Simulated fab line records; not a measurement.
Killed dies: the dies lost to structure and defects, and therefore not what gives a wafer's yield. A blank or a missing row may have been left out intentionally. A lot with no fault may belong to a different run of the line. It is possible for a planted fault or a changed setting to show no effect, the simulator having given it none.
Split-lot experiment ; flow n5_finfet ; 21 wafers read across 7 lots, on a route 1938 steps long

ABOUT THE SPLIT
At N5_MOL_CONTACT_COAG_ETCHBACK_136 (etches SiO2 in CHF3, target depth 25 nm, time 16.7 s), the setting target_depth_a was moved away from the recipe's 250 angstrom on 8 of the 21 wafers read, by -12.3% to +8.7%. All remaining wafers had this setting at the recipe value.

THE PATH FROM SPLIT TO READING: the file shows 1 step between them
- N5_MOL_CONTACT_COAG_STRIP_120: strips in CHF3

THE READING
MOL_CONTACT_COAG.feature_depth_nm (the simulator's own value, which no gauge read), in nm, at N5_MOL_CONTACT_COAG_VIA_ETCH_117 (etches SiO2 in C4F6/O2, target depth 40 nm, overetch 8 nm, time 26 s). There is no usual value for it anywhere in the file. Average 40.1 nm, standard deviation 0.28 nm, over the 13 wafers here run with the recipe.

wafer;tool, chamber at the split;target_depth_a as run, angstrom;against the recipe;MOL_CONTACT_COAG.feature_depth_nm, nm;against lot-mates on the recipe
L078.3;rie_diel-01, 1,0,1;250;recipe;40;-
L078.5;rie_diel-01, 1,0,1;250;recipe;40;-
L078.6;rie_diel-01, 1,0,1;250;recipe;40.2;-
L079.1;rie_diel-02, 1;219.2;-12.3%;43.2;+3.0
L079.2;rie_diel-02, 3,2;250;recipe;39.8;-
L079.3;rie_diel-02, 3,2;250;recipe;40.6;-
L084.2;rie_diel-02, 0,3;250;recipe;39.8;-
L084.3;rie_diel-02, 1;240.9;-3.6%;40.6;+0.8
L084.4;rie_diel-02, 0,3;250;recipe;39.8;-
L086.1;rie_diel-01, 2,1;250;recipe;39.6;-
L086.5;rie_diel-01, 0;265.2;+6.1%;38.4;-1.6
L086.6;rie_diel-01, 2,1;250;recipe;40.4;-
L089.2;rie_diel-01, 3,2;271.7;+8.7%;38.4;-1.8
L089.5;rie_diel-01, 3,2;271.7;+8.7%;37.2;-3.0
L089.6;rie_diel-01, 3;250;recipe;40.2;-
L092.2;rie_diel-02, 2;267.2;+6.9%;39;-1.0
L092.3;rie_diel-02, 1;250;recipe;40;-
L092.6;rie_diel-02, 2;267.2;+6.9%;38.8;-1.2
L094.2;rie_diel-05, 3;230.4;-7.8%;42;+1.8
L094.5;rie_diel-05, 3,2;250;recipe;40.4;-
L094.6;rie_diel-05, 3,2;250;recipe;40;-
If several chambers appear in one row, that row covers several wafers at once and the file leaves open which wafer was in which chamber.

THE FIT
A straight line over all 21 wafers: MOL_CONTACT_COAG.feature_depth_nm changes by -0.239 nm for each +1% of target_depth_a; r = -0.96; the points scatter about the line by 0.36 nm.
The same after taking each lot's own level away (the mean of its wafers on the recipe; 21 wafers): -0.237 nm for each +1%; r = -0.96; scatter 0.35 nm.
The reading moves by 2.9 nm for the largest change in target_depth_a, on that fit.
Measured against the standard deviation above, the lots' own levels, which go from 39.80 to 40.20 nm, span 1.4 times it.
So the lot-to-lot level changes the slope little: the two slopes agree.
Check: +2.89 nm against its lot-mates is what the line predicts for one of the wafers moved furthest among these (-12.3%) when that wafer is left out of the fit. It came out at +3 nm against them.

OTHER SPLITS APPLIED TO THESE WAFERS
These wafers also went through other splits before the reading. Each is held against what the fit with the lots' levels taken away leaves over:
other split on the same wafers;wafers away from the commonest value;r with MOL_CONTACT_COAG.feature_depth_nm (lot level and that fit taken away)
N5_SD_EPI_P_PEB_07 peb_time_s;5;-0.44
N5_HKMG_FIN_HK_ALD_01 ald_cycles;8;-0.38
N5_HKMG_FIN_COAT_43 spin_rpm;8;-0.04
N5_HKMG_FIN_ETCH_55 bias_w;7;+0.08
N5_HKMG_FIN_ETCH_58 source_w;9;+0.17
N5_GATE_CUT_ALD_22 ald_cycles;5;+0.02
N5_MOL_CONTACT_COAG_PECVD_31 temp_c;8;-0.18
N5_MOL_CONTACT_COAG_EXPOSE_81 dose_mj;9;-0.26

THE WHOLE CHAIN: every reading that the file lists as answering this split, in the file's order
step;what it does;reading;change (the file's fit);r (the file's)
N5_MOL_CONTACT_COAG_VIA_ETCH_117;etches SiO2 in C4F6/O2, target depth 40 nm, overetch 8 nm, time 26 s;etch.depth_nm (the simulator's own value, which no gauge read);-0.241 nm for each +1% of the setting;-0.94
N5_MOL_CONTACT_COAG_VIA_ETCH_117;etches SiO2 in C4F6/O2, target depth 40 nm, overetch 8 nm, time 26 s;MOL_CONTACT_COAG.feature_depth_nm (the simulator's own value, which no gauge read);-0.239 nm for each +1% of the setting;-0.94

THE FILE'S OWN FIT
MOL_CONTACT_COAG.feature_depth_nm changes by -0.239 nm for each +1% of target_depth_a, r = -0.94.
